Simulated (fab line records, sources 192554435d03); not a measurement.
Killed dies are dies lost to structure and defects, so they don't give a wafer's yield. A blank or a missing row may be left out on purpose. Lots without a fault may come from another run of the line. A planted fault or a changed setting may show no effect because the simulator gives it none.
Which tool did it? | flow n5_finfet | 12 lots, 36 wafers sampled, at 3 steps of a route of 1938

WHAT THE GAUGES READ, wafer by wafer
N5_BEOL_M4_THK_MEAS_01.
lot  | measured     | on            | M4_ILD_THK (nm)
L075 | day 8 03:20  | film_metro-01 | 78.1 78.6 79.1
L077 | day 8 11:41  | film_metro-01 | 77.6 79.2 78.6
L079 | day 8 15:32  | film_metro-02 | 78.7 78.1 80.0
L081 | day 9 09:22  | film_metro-01 | 77.9 78.9 80.0
L083 | day 10 03:11 | film_metro-02 | 78.7 79.1 80.1
L085 | day 10 13:09 | film_metro-01 | 78.3 79.6 79.2
L086 | day 10 19:36 | film_metro-01 | 77.7 79.6 80.7
L089 | day 11 02:39 | film_metro-01 | 79.2 79.1 80.8
L092 | day 11 19:23 | film_metro-02 | 77.8 78.1 79.9
L093 | day 12 12:10 | film_metro-02 | 78.8 78.9 80.3
L095 | day 12 20:13 | film_metro-01 | 77.8 77.9 79.0
L097 | day 13 10:31 | film_metro-01 | 79.7 80.3 79.8

WHICH TOOL RAN EACH LOT (tool, then ch and the chambers of the sampled wafers, then the start)
lot  | N5_BEOL_M3_SPUTTER_96        | N5_BEOL_M3_ANNEAL_51
L075 | pvd_sputter-01, day 8 02:09  | rtp_anneal-01 ch 0, day 8 02:26
L077 | pvd_sputter-01, day 8 10:29  | rtp_anneal-02 ch 0, day 8 10:41
L079 | pvd_sputter-03, day 8 14:19  | rtp_anneal-01 ch 0, day 8 14:35
L081 | pvd_sputter-03, day 9 08:11  | rtp_anneal-01 ch 0, day 9 08:23
L083 | pvd_sputter-01, day 10 02:01 | rtp_anneal-02 ch 0, day 10 02:13
L085 | pvd_sputter-01, day 10 11:49 | rtp_anneal-01 ch 0, day 10 12:13
L086 | pvd_sputter-02, day 10 18:11 | rtp_anneal-02 ch 0, day 10 18:40
L089 | pvd_sputter-03, day 11 01:29 | rtp_anneal-01 ch 0, day 11 01:40
L092 | pvd_sputter-01, day 11 18:03 | rtp_anneal-02 ch 0, day 11 18:22
L093 | pvd_sputter-01, day 12 10:59 | rtp_anneal-01 ch 0, day 12 11:11
L095 | pvd_sputter-01, day 12 19:02 | rtp_anneal-01 ch 0, day 12 19:16
L097 | pvd_sputter-02, day 13 09:20 | rtp_anneal-02 ch 0, day 13 09:40
- N5_BEOL_M3_SPUTTER_96: material Cu, target thk 4.5 nm, time 8.29 s.
- N5_BEOL_M3_ANNEAL_51: time 90 s.

THE ANSWER, worked out from the rows above alone
Rule: what is usual is taken from the lots themselves. Put in order of their means at a reading, lots are off if they are a third of the lots or fewer, leave a main group of 4 or more, and stand apart from it by a gap of 3 or more times the standard deviation of the main group's means; of several such gaps the widest counts. A main group whose means are all the same, to the digits that the tables above print for the reading, isn't used. A lot without any number at a reading at which 4 lots or more have one is off too. The other lots that the step has rows for count as sound.
No lot is off at any reading shown: from this, nothing can be told.

WHAT THE SIMULATOR HAD PUT IN
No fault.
